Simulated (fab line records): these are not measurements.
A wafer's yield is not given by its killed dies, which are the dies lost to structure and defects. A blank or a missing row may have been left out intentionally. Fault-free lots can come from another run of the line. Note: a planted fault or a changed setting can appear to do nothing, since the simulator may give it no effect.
Struck lot and sound lot, side by side ; flow nandHarc ; 15 out of 1302 route steps
Sound: these wafers, L921.1, L921.4, L921.6. Struck: wafer L919.6. (L919.1, L919.5 of the same lot were not struck and are left out.) The cause comes at the end.
At each step with rows: each side's tool, then ch and its chambers, then its first start. Under that, the readings that differ: sound wafers ; struck wafers ; difference of the means ; sigmas: that difference in standard deviations of wafers without a fault.
alike: same words and numbers on both sides, and readings whose means sit less than 2 such deviations apart. not compared: any withheld reading, any reading some wafer has no value for, any bound like >300 that may hide the same value, and any number with overlapping values for which the record gives no deviation.
Wherever a step has rows on one side only, a row that says differs or no value, or a row with sigmas, the two part there. When numbers do not overlap yet have no deviation, they are printed without sigmas and do not part them. A reading that every wafer of one side lacks parts them only if that side has two wafers or more.

NHARC_A_ONON_D2_THK_MEAS_02: measures by ellipsometry.
  sound on filmMetro-01 at day 16 23:03; struck on filmMetro-02 at day 16 07:51
  alike: thkNm
then, no rows for these wafers at 1 step: NHARC_A_ONON_D2_DEP_03 (target thk 1000 nm).
NHARC_A_ONON_D2_THK_MEAS_05: measures by ellipsometry.
  sound on filmMetro-01 at day 16 23:37; struck on filmMetro-02 at day 16 08:25
reading;sound;struck;difference;sigmas
thkNm (nm);1021 1019 1020;997;-23;-2
then, no rows for these wafers at 1 step: NHARC_A_ONON_D2_DEP_06 (target thk 1000 nm).
NHARC_A_ONON_D2_THK_MEAS_08: measures by ellipsometry.
  sound on filmMetro-01 at day 17 00:11; struck on filmMetro-01 at day 16 08:59
reading;sound;struck;difference;sigmas
thkNm (nm);1005 1004 1003;981;-23;-3
then, no rows for these wafers at 1 step: NHARC_A_ONON_D2_DEP_09 (target thk 1000 nm).
NHARC_A_ONON_D2_THK_MEAS_11: measures by ellipsometry.
  sound on filmMetro-01 at day 17 00:46; struck on filmMetro-02 at day 16 09:32
  alike: thkNm
then, no rows for these wafers at 1 step: NHARC_A_ONON_D2_DEP_12 (target thk 1000 nm).
NHARC_A_ONON_D2_THK_MEAS_14: measures by ellipsometry.
  sound on filmMetro-01 at day 17 01:20; struck on filmMetro-02 at day 16 10:07
  alike: thkNm
then, 2 steps without rows for these wafers: NHARC_A_ONON_D2_ANNEAL_15 (time 3600 s); NHARC_A_ONON_D2_DEP_16 (target thk 1000 nm).
NHARC_A_ONON_D2_THK_MEAS_18: measures by ellipsometry.
  sound on filmMetro-01 at day 17 08:44; struck on filmMetro-01 at day 16 17:26
  alike: thkNm
NHARC_A_ONON_D2_DEP_19: target thk 1000 nm.
  sound on pecvdOnon-01 ch 0, day 17 08:47; struck on pecvdOnon-03 ch 0, day 16 17:30
NHARC_A_ONON_D2_THK_MEAS_21: measures by ellipsometry.
  sound on filmMetro-01 at day 17 09:18; struck on filmMetro-01 at day 16 18:11
reading;sound;struck;difference;sigmas
thkNm (nm);1019 1019 1018;1399;+380;+35
  not compared: hold
-- break in the record here, with 12 days between the starts of the struck wafers on either side (left off in module A_ONON_D2, picked up again in module END, where the first step shown is number 1302 on the route) --
NHARC_END_SORT_01:
  sound on prober-02 ch 0, day 29 04:11; struck on prober-01 ch 0, day 28 09:20
reading;sound;struck;difference;sigmas
hold;- - -;awaitDispo/2.2h/release;no value on the sound wafers;
killedAtArray;69 63 57;670;+607;+30
killedAtOther;1 0 0;3;+3;+2
killedDies;81 73 62;677;+605;+30
  alike: killedAtPeriphery, killedOpen, killedShort

== WHERE THEY PART ==
Earliest at NHARC_A_ONON_D2_THK_MEAS_05; latest, in this record, at NHARC_END_SORT_01.

WHY: the cause the simulator had injected
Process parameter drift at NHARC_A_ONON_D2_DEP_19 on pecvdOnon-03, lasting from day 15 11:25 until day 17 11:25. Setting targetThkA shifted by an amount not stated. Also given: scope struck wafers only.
